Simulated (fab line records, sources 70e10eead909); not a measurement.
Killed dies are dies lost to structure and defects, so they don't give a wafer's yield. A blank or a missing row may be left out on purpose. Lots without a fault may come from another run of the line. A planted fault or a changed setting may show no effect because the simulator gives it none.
One fault seen from 3 desks | flow nand_harc | each desk has only its own numbers; what lay behind them comes last

THE TOOL OWNER'S DESK: wet_bench-05
The tool's own readings at NHARC_A_SLIT_PRECLEAN_19 (cleans in SC1): means of the sampled wafers that have a number, for each lot that ran on this tool. A lot is out of limits, marked OUT, if its mean lies more than 4 standard deviations from the usual mean; the brackets give that distance.
Columns: A = bath_heat_duty_pct at NHARC_A_SLIT_PRECLEAN_19, usual 7.4 %; B = diw_flow_mL_min at NHARC_A_SLIT_PRECLEAN_19, usual 1416
lot  | first seen here | A   | B
L340 | day 14 18:40    | 8.4 | 1417
L344 | day 15 19:06    | 7.5 | 1417
L347 | day 17 02:21    | 7.5 | 1410
This desk's finding: nothing out of limits on any of the 3 lots.

THE DEFECT DESK
What the inspections along the route counted, lot by lot: means of the sampled wafers that have a number. A lot is out of limits, marked OUT, if its mean lies more than 4 standard deviations from the usual mean; the brackets give that distance.
Columns: A = raw_defect_count at NHARC_A_SIN_REMOVE_INSPECT_04, usual 274
lot  | first seen here | A
L338 | day 14 14:45    | 272
L340 | day 15 02:27    | 234
L344 | day 16 02:58    | 1043 (+11) OUT
L347 | day 17 10:07    | 933 (+9.5) OUT
L350 | day 17 20:46    | 256
L351 | day 17 20:46    | 302
L349 | day 17 20:48    | 201
L353 | day 18 05:50    | 277
L355 | day 19 10:43    | 378
L356 | day 19 14:39    | 336
L354 | day 20 02:31    | 364
L358 | day 20 06:00    | 253
This desk's finding: out of limits on L344, L347; first on L344, day 16 02:58 (raw_defect_count at NHARC_A_SIN_REMOVE_INSPECT_04). In limits: L338, L340, L350, L351, L349, L353, L355, L356, L354, L358.

THE METROLOGY DESK
What the gauges read, lot by lot, whatever tool the lot ran on: means of the sampled wafers that have a number. A lot is out of limits, marked OUT, if its mean lies more than 4 standard deviations from the usual mean; the brackets give that distance.
Columns: A = cd_nm at NHARC_A_SLIT_CD_MEAS_09, usual 299.9 nm
lot  | first seen here | A
L338 | day 14 01:45    | 300.1
L340 | day 14 15:12    | 300.0
L344 | day 15 15:32    | 299.4
L347 | day 16 22:22    | 300.0
L351 | day 17 07:31    | 300.2
L350 | day 17 07:44    | 300.3
L349 | day 17 11:10    | 300.1
L353 | day 17 18:24    | 299.9
L355 | day 18 23:22    | 300.3
L356 | day 19 00:44    | 300.0
L354 | day 19 01:18    | 300.2
L358 | day 19 17:47    | 300.3
This desk's finding: nothing out of limits on any of the 12 lots.

PUT TOGETHER
The defect desk could have raised an alarm at day 16 02:58, on L344, L347.
The tool owner's desk saw nothing out of limits.
The metrology desk saw nothing out of limits.
The tool owner's desk has L344, L347 on record, within its limits.
The metrology desk has L344, L347 on record, within its limits.
Of the lots named, all ran NHARC_A_SLIT_PRECLEAN_19 on wet_bench-05.

WHAT THE SIMULATOR HAD PUT IN
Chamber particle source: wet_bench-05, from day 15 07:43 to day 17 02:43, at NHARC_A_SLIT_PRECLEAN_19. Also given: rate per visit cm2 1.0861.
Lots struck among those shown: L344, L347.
Hours from the fault's start to each desk's first reading out of limits: the defect desk, 19.
